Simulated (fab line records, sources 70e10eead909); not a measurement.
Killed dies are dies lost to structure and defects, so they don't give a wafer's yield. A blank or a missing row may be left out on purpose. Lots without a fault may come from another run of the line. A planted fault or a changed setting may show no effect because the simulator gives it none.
A struck lot beside a sound one | flow nand_harc | 18 steps out of a route of 1302
Sound: wafers L946.1, L946.5, L946.6. Struck: wafers L956.1, L956.4, L956.6. The cause comes at the end.
At each step with rows: each side's tool, then ch and its chambers, then its first start. Under that, the readings that differ: sound wafers | struck wafers | difference of the means | sigmas: that difference in standard deviations of wafers without a fault.
alike: readings whose means differ by less than 2 such deviations, and words and numbers that are the same on both sides. not compared: withheld readings, readings that some wafer has no value for, bounds like >300 that may hide the same value, and numbers for which the record gives no deviation and whose values overlap.
The two part at a step that has a row with sigmas, a row that says differs or no value, or rows on one side only. Numbers that don't overlap but have no deviation are shown without sigmas and don't part them. A reading that every wafer of one side lacks parts them only if that side has two wafers or more.

first, 1 step without rows for these wafers: NHARC_A_BONDPAD_ETCH_34 (etches the open film in N2/H2, target depth 60 nm, overetch 18 nm, time 65.91 s).
NHARC_A_BONDPAD_ETCH_12: etches the open film in CHF3/O2, target depth 220 nm, time 110 s.
  sound on rie_diel-05 ch 0,3; struck on rie_diel-03 ch 0,3
  alike: bias_w, drypump_motor_current_A, oes_product_au, rf_vpp_V, showerhead_plenum_p_Torr, throttle_valve_pct
  not compared: rf_hours_counter_h
NHARC_A_BONDPAD_CD_MEAS_13:
  sound on cd_sem-03, day 24 12:17; struck on cd_sem-01, day 29 00:29
  alike: cd_nm
then, 3 steps without rows for these wafers: NHARC_A_BONDPAD_STRIP_15 (strips in O2); NHARC_A_BONDPAD_ETCH_24 (etches the open film in CF4/N2, target depth 30 nm, time 72.99 s); NHARC_A_BONDPAD_STRIP_16 (strips in post etch residue remover, time 600 s).
NHARC_A_BONDPAD_DEGAS_25: time 60 s.
  sound on pvd_sputter-01, day 24 12:58; struck on pvd_sputter-03, day 29 01:06
  alike: heater_power_w
then, 1 step without rows for these wafers: NHARC_A_BONDPAD_PRE_CLEAN_26 (time 30 s).
NHARC_A_BONDPAD_PVD_17: deposits TaN, target thk 5 nm, time 8.06 s.
  sound on pvd_sputter-01; struck on pvd_sputter-03
  alike: bias_v, cathode_dc_power_W, throttle_valve_pct
then, 2 steps without rows for these wafers: NHARC_A_BONDPAD_PVD_27 (deposits Cu, target thk 30 nm, time 20.49 s); NHARC_A_BONDPAD_ECD_18 (material Cu, target thk 400 nm).
NHARC_A_BONDPAD_ANNEAL_28: time 90 s.
  sound on rtp_anneal-02 ch 0, day 24 13:42; struck on rtp_anneal-02 ch 0, day 29 01:52
  alike: wafer_temp_C_max
NHARC_A_BONDPAD_CMP_19: polishes, t overpolish 30 s, cu recess touch 16 s, target thk 169.82 nm.
  sound on cmp-02 ch 0,1, day 24 14:13; struck on cmp-02 ch 0,1,3, day 29 02:23
  alike: motor_current_A, overpolish_run_s
NHARC_A_BONDPAD_THK_MEAS_20: measures by xrf.
  sound on film_metro-01, day 24 14:31; struck on film_metro-01, day 29 02:40
  alike: thk_nm
then, 1 step without rows for these wafers: NHARC_A_BONDPAD_SRD_21 (time 30 s, dry time 20 s).
NHARC_A_BONDPAD_INSPECT_23:
  sound on defect_inspect-02, day 24 14:44; struck on defect_inspect-02, day 29 02:53
  reading          | sound       | struck       | difference | sigmas
  raw_defect_count | 438 717 614 | 977 997 1264 | +490       | +3
NHARC_HYBRID_BOND_ACTIVATE_00: chemistry N2, time 60 s.
  sound on rie_diel-10 ch 2,3, day 24 14:48; struck on rie_diel-01 ch 1,2, day 29 02:58
  alike: drypump_motor_current_A, oes_product_au, rf_vpp_V, showerhead_plenum_p_Torr
  not compared: rf_hours_counter_h
NHARC_END_SORT_01:
  sound on prober-02 ch 0, day 25 19:44; struck on prober-02 ch 0, day 30 08:40
  reading                  | sound          | struck         | difference | sigmas
  defect_limited_yield (%) | 95.3 94.5 95.9 | 55.1 55.7 56.7 | -39.4      | -15
  killed_at_array          | 29 34 22       | 300 294 291    | +267       | +14
  killed_at_other          | 0 1 0          | 2 4 1          | +2         | +2
  killed_dies              | 32 37 28       | 304 300 293    | +267       | +15
  alike: killed_at_periphery, killed_open, killed_short

WHERE THEY PART
First at NHARC_A_BONDPAD_INSPECT_23; last, within this record, at NHARC_END_SORT_01.

WHY: what the simulator had put in
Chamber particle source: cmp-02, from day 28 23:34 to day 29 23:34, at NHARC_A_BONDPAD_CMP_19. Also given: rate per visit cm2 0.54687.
